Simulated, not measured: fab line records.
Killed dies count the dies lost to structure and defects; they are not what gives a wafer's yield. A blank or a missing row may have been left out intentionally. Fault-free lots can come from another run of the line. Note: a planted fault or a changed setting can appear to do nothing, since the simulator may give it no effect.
fab line records	flow n5Finfet	part 2 of 2: steps 4 to 6 of 6
record lots=23	wafers=69	lastDay=17
route steps=1938 shown HKMG_FIN@444 GATE_CUT@492
lots with no fault: from the same line, run without faults
startH: the number of hours between the record's first day and the start of the first shown wafer of the lot	waitH: hours elapsed since this lot's preceding step	" unchanged from the row above	L1.1+2: a single row standing in for several wafers	- no value present, or no start provided	* or withheld: withheld	< > ~ a bound
route shown NAME@n: NAME is a module with steps in the file, n the number in the route of the first one	usual: mean/standard deviation of fault-free wafers	same: alike in all rows	chamber/n: place in a boat	sites: readings site by site	_std_site: the standard deviation of these	_edge_site: the outer-site mean with the inner-site mean subtracted	radiusMm: how far each site lies from the wafer's centre	mask NAME#n: copy n	behind: the last tool/chamber to shape the wafer	hold: why the lot went on hold/how many hours it stayed there/how the hold came to an end	device: the n, p or np transistor that did not switch	end of line: tests of these same wafers at the route's end	a step without rows: its recipe alone	killed: the dies lost at the first sort to structure and to defects; this is not the yield of the wafer	map: a wafer's dies, x killed, . not, _ none there
set.NAME: the run value of the setting; set.NAME@STEP: its run value at that earlier step	model.NAME: the simulator's own value behind a step, which no gauge read
a sample of lots followed through the steps of the route, with each step as a table and each wafer as a row
services: from which hour (startH, from the record's first day; less than 0 if before it) a tool's chamber was out of use, for how many hours, and why
## steps
# step N5_GATE_CUT_CUT_ETCH_55
# recipe chemistry=BCl3	target=HfO2	maskMaterial=SiO2	targetDepthA=32	ionEnergyEv=30	pressureMtorr=5	icpW=450	biasW=18	bcl3FlowSccm=80
# usual drypumpMotorCurrentA=5.46/0.27	oesProductAu=0.83/0.088	throttleValvePct=32.9/0.51
lot.wafer	tool	chamber	startH	waitH	drypumpMotorCurrentA	oesProductAu	rfHoursCounterH	throttleValvePct
L074.1	rieMetal-02	1	85.57	0.0	5.78	0.57	152	32.9
L074.2	"	0	"	"	5.50	0.79	35	32.1
L074.4	"	0	"	"	5.52	0.78	-	32.1
L075.1	rieMetal-01	1	93.76	0.0	5.21	0.83	23	33.5
L075.3	"	1	"	"	5.19	0.83	-	33.4
L075.4	"	0	"	"	5.35	0.94	-	33.0
L076.2	rieMetal-02	1	99.90	0.0	5.77	0.57	154	32.9
L076.3	"	1	"	"	5.74	0.57	-	32.9
L076.5	"	1	"	"	5.76	0.57	-	32.9
L077.2	rieMetal-03	1	104.71	0.0	5.11	0.95	3	32.6
L077.5	"	0	"	"	6.00	0.76	-	32.9
L077.6	"	1	"	"	5.14	0.96	-	32.6
L079.1	rieMetal-02	0	117.57	0.1	5.44	0.77	39	32.1
L079.3	"	0	"	"	5.48	0.77	-	32.1
L079.4	"	0	"	"	5.48	0.77	-	32.1
L080.3	rieMetal-01	1	124.32	0.0	5.16	0.82	-	33.5
L080.4	"	0	"	"	5.34	0.90	-	33.0
L080.5	"	1	"	"	5.20	0.83	-	33.5
L081.1	rieMetal-02	1	125.90	0.0	5.74	0.97	0	33.4
L081.5	"	1	"	"	5.75	0.97	-	33.3
L081.6	"	0	"	"	5.48	0.77	-	32.1
L082.3	rieMetal-02	0	132.87	0.0	5.52	0.76	-	32.1
L082.4	"	1	"	"	5.76	0.96	-	33.3
L082.6	"	1	"	"	5.71	0.96	-	33.3
L083.2	rieMetal-01	1	140.17	0.0	5.18	0.81	28	33.5
L083.4	"	1	"	"	5.17	0.82	-	33.5
L083.5	"	1	"	"	5.17	0.81	-	33.4
L084.2	rieMetal-03	1	146.89	0.0	5.12	0.92	7	32.6
L084.5	"	0	"	"	6.04	0.75	-	32.9
L084.6	"	1	"	"	5.11	0.93	-	32.6
L085.2	rieMetal-02	0	151.98	0.1	5.47	0.77	43	32.1
L085.3	"	1	"	"	5.76	0.94	-	33.3
L085.4	"	0	"	"	5.53	0.76	-	32.1
L086.1	rieMetal-02	1	162.13	0.0	5.72	0.93	4	33.3
L086.3	"	0	"	"	5.49	0.77	-	32.1
L086.4	"	1	"	"	5.73	0.94	-	33.4
L087.4	rieMetal-03	0	163.09	0.0	6.06	0.75	-	32.9
L087.5	"	0	"	"	6.05	0.75	-	32.9
L087.6	"	1	"	"	5.13	0.93	-	32.6
L088.3	rieMetal-02	0	171.12	0.0	5.47	0.76	-	32.1
L088.5	"	1	"	"	5.76	0.93	-	33.4
L088.6	"	0	"	"	5.45	0.77	-	32.1
L089.1	rieMetal-01	1	176.13	0.0	5.19	0.81	31	33.5
L089.3	"	1	"	"	5.18	0.81	-	33.5
L089.4	"	0	"	"	5.33	0.89	-	33.0
L090.1	rieMetal-01	0	182.32	0.0	5.33	0.89	14	33.0
L090.4	"	0	"	"	5.38	0.89	-	33.0
L090.6	"	1	"	"	5.19	0.81	-	33.5
L091.2	rieMetal-02	1	188.39	0.0	5.77	0.90	6	33.4
L091.3	"	0	"	"	5.47	0.76	-	32.1
L091.5	"	0	"	"	5.50	0.76	-	32.1
L092.4	rieMetal-03	0	193.87	0.0	6.03	0.74	-	32.9
L092.5	"	0	"	"	6.04	0.75	-	32.9
L092.6	"	1	"	"	5.12	0.91	-	32.6
L093.3	rieMetal-02	1	198.20	0.0	5.73	0.90	-	33.4
L093.4	"	0	"	"	5.49	0.76	-	32.1
L093.5	"	0	"	"	5.52	0.76	-	32.1
L094.1	rieMetal-01	1	205.48	0.0	5.18	0.80	34	33.5
L094.4	"	0	"	"	5.33	0.87	-	33.0
L094.6	"	0	"	"	5.34	0.88	-	33.0
L095.1	rieMetal-01	0	209.83	0.0	5.33	0.89	16	33.0
L095.3	"	0	"	"	5.36	0.89	-	33.0
L095.4	"	1	"	"	5.20	0.81	-	33.5
L096.1	rieMetal-01	0	219.64	0.0	5.35	0.87	17	33.0
L096.3	"	1	"	"	5.22	0.80	-	33.5
L096.5	"	0	"	"	5.36	0.88	-	33.0
L097.3	rieMetal-01	1	221.08	0.0	5.18	0.80	-	33.5
L097.4	"	0	"	"	5.34	0.88	-	33.0
L097.6	"	1	"	"	5.21	0.80	-	33.5
# step N5_GATE_CUT_VAPOR_ETCH_49
# recipe chemistry=BCl3/Cl2	target=TiAlC	mode=isotropic
# usual drypumpMotorCurrentA=5.46/0.26	oesProductAu=0.83/0.087
lot.wafer	tool	chamber	startH	waitH	drypumpMotorCurrentA	oesProductAu
L074.1	rieMetal-02	1	85.66	0.0	5.76	0.56
L074.2	"	0	"	"	5.48	0.79
L074.4	"	0	"	"	5.48	0.78
L075.1	rieMetal-01	1	93.85	0.0	5.19	0.84
L075.3	"	1	"	"	5.19	0.84
L075.4	"	0	"	"	5.34	0.93
L076.2	rieMetal-02	1	99.99	0.0	5.76	0.56
L076.3	"	1	"	"	5.74	0.56
L076.5	"	1	"	"	5.75	0.57
L077.2	rieMetal-03	1	104.80	0.0	5.13	0.95
L077.5	"	0	"	"	6.05	0.77
L077.6	"	1	"	"	5.15	0.95
L079.1	rieMetal-02	0	117.75	0.1	5.49	0.77
L079.3	"	0	"	"	5.51	0.77
L079.4	"	0	"	"	5.49	0.77
L080.3	rieMetal-01	1	124.41	0.0	5.21	0.83
L080.4	"	0	"	"	5.35	0.91
L080.5	"	1	"	"	5.19	0.82
L081.1	rieMetal-02	1	125.99	0.0	5.70	0.97
L081.5	"	1	"	"	5.75	0.97
L081.6	"	0	"	"	5.43	0.78
L082.3	rieMetal-02	0	132.96	0.0	5.56	0.77
L082.4	"	1	"	"	5.72	0.95
L082.6	"	1	"	"	5.75	0.96
L083.2	rieMetal-01	1	140.26	0.0	5.19	0.82
L083.4	"	1	"	"	5.18	0.82
L083.5	"	1	"	"	5.17	0.83
L084.2	rieMetal-03	1	146.98	0.0	5.14	0.93
L084.5	"	0	"	"	6.03	0.76
L084.6	"	1	"	"	5.13	0.93
L085.2	rieMetal-02	0	152.10	0.0	5.48	0.76
L085.3	"	1	"	"	5.74	0.93
L085.4	"	0	"	"	5.51	0.77
L086.1	rieMetal-02	1	162.22	0.0	5.78	0.92
L086.3	"	0	"	"	5.47	0.76
L086.4	"	1	"	"	5.76	0.91
L087.4	rieMetal-03	0	163.18	0.0	6.03	0.74
L087.5	"	0	"	"	6.04	0.74
L087.6	"	1	"	"	5.13	0.91
L088.3	rieMetal-02	0	171.21	0.0	5.45	0.76
L088.5	"	1	"	"	5.72	0.90
L088.6	"	0	"	"	5.48	0.76
L089.1	rieMetal-01	1	176.22	0.0	5.20	0.81
L089.3	"	1	"	"	5.20	0.81
L089.4	"	0	"	"	5.32	0.88
L090.1	rieMetal-01	0	182.41	0.0	5.33	0.89
L090.4	"	0	"	"	5.33	0.88
L090.6	"	1	"	"	5.18	0.81
L091.2	rieMetal-02	1	188.48	0.0	5.80	0.91
L091.3	"	0	"	"	5.50	0.76
L091.5	"	0	"	"	5.50	0.76
L092.4	rieMetal-03	0	193.96	0.0	6.03	0.74
L092.5	"	0	"	"	6.03	0.74
L092.6	"	1	"	"	5.15	0.90
L093.3	rieMetal-02	1	198.29	0.0	5.77	0.91
L093.4	"	0	"	"	5.51	0.76
L093.5	"	0	"	"	5.50	0.76
L094.1	rieMetal-01	1	205.57	0.0	5.18	0.80
L094.4	"	0	"	"	5.36	0.87
L094.6	"	0	"	"	5.38	0.87
L095.1	rieMetal-01	0	209.92	0.0	5.36	0.88
L095.3	"	0	"	"	5.34	0.87
L095.4	"	1	"	"	5.20	0.81
L096.1	rieMetal-01	0	219.73	0.0	5.34	0.86
L096.3	"	1	"	"	5.21	0.80
L096.5	"	0	"	"	5.34	0.87
L097.3	rieMetal-01	1	221.17	0.0	5.20	0.80
L097.4	"	0	"	"	5.36	0.86
L097.6	"	1	"	"	5.18	0.81
# step N5_GATE_CUT_INSPECT_26
# recipe inspectInstrument=darkfield	mode=postCmp
# usual rawDefectCount=40/17
lot.wafer	tool	chamber	startH	waitH	rawDefectCount
L074.1	defectInspect-02	-	88.42	0.0	72
L074.2	"	-	"	"	53
L074.4	"	-	"	"	61
L075.1	defectInspect-02	-	96.61	0.0	87
L075.3	"	-	"	"	31
L075.4	"	-	"	"	37
L076.2	defectInspect-01	-	102.75	0.0	12
L076.3	"	-	"	"	21
L076.5	"	-	"	"	29
L077.2	defectInspect-01	-	107.89	0.0	52
L077.5	"	-	"	"	40
L077.6	"	-	"	"	42
L079.1	defectInspect-02	-	120.86	0.0	43
L079.3	"	-	"	"	36
L079.4	"	-	"	"	31
L080.3	defectInspect-01	-	127.20	0.0	79
L080.4	"	-	"	"	29
L080.5	"	-	"	"	31
L081.1	defectInspect-02	-	128.76	0.0	59
L081.5	"	-	"	"	42
L081.6	"	-	"	"	81
L082.3	defectInspect-02	-	135.72	0.0	63
L082.4	"	-	"	"	31
L082.6	"	-	"	"	30
L083.2	defectInspect-02	-	143.02	0.0	51
L083.4	"	-	"	"	34
L083.5	"	-	"	"	23
L084.2	defectInspect-01	-	149.74	0.0	41
L084.5	"	-	"	"	30
L084.6	"	-	"	"	34
L085.2	defectInspect-02	-	155.21	0.0	31
L085.3	"	-	"	"	27
L085.4	"	-	"	"	25
L086.1	defectInspect-02	-	165.16	0.0	63
L086.3	"	-	"	"	42
L086.4	"	-	"	"	44
L087.4	defectInspect-01	-	165.93	0.0	29
L087.5	"	-	"	"	38
L087.6	"	-	"	"	30
L088.3	defectInspect-01	-	173.96	0.0	33
L088.5	"	-	"	"	26
L088.6	"	-	"	"	36
L089.1	defectInspect-01	-	178.99	0.0	37
L089.3	"	-	"	"	43
L089.4	"	-	"	"	44
L090.1	defectInspect-01	-	186.45	0.0	19
L090.4	"	-	"	"	22
L090.6	"	-	"	"	28
L091.2	defectInspect-02	-	191.48	0.0	36
L091.3	"	-	"	"	34
L091.5	"	-	"	"	42
L092.4	defectInspect-02	-	196.71	0.0	54
L092.5	"	-	"	"	53
L092.6	"	-	"	"	23
L093.3	defectInspect-01	-	201.36	0.0	28
L093.4	"	-	"	"	39
L093.5	"	-	"	"	43
L094.1	defectInspect-01	-	208.33	0.0	38
L094.4	"	-	"	"	74
L094.6	"	-	"	"	55
L095.1	defectInspect-01	-	212.68	0.0	38
L095.3	"	-	"	"	36
L095.4	"	-	"	"	40
L096.1	defectInspect-02	-	222.80	0.0	35
L096.3	"	-	"	"	93
L096.5	"	-	"	"	30
L097.3	defectInspect-02	-	223.92	0.0	56
L097.4	"	-	"	"	24
L097.6	"	-	"	"	24
## services
tool	chamber	startH	hours	kind
rieDiel-03	-	55.82	1.1	repair
rieDiel-03	1	58.99	5.7	repair
rieDiel-02	1	66.08	13.3	repair
rieDiel-01	1	70.81	8.1	repair
rieDiel-05	3	71.28	7.9	repair
rieDiel-04	-	74.60	3.1	repair
rieDiel-06	0	82.55	4.1	repair
rieDiel-05	1	93.73	1.5	repair
rieDiel-01	2	95.05	-	clean
rieDiel-02	2	100.33	12.5	repair
rieMetal-02	1	101.61	-	clean
rieMetal-02	1	101.61	17.6	scheduledDown
rieMetal-02	1	101.61	17.6	ventCycle
rieDiel-01	-	127.88	1.2	repair
rieDiel-05	-	130.49	0.3	repair
rieDiel-03	-	138.91	0.2	repair
rieDiel-03	2	153.41	8.3	repair
rieDiel-04	0	167.03	32.6	repair
rieDiel-03	1	168.76	2.7	repair
rieDiel-01	1	178.44	15.9	repair
rieDiel-04	3	191.39	5.6	repair
rieMetal-01	-	204.00	0.5	repair
rieDiel-03	0	215.28	6.4	repair
rieDiel-05	-	219.24	0.6	repair
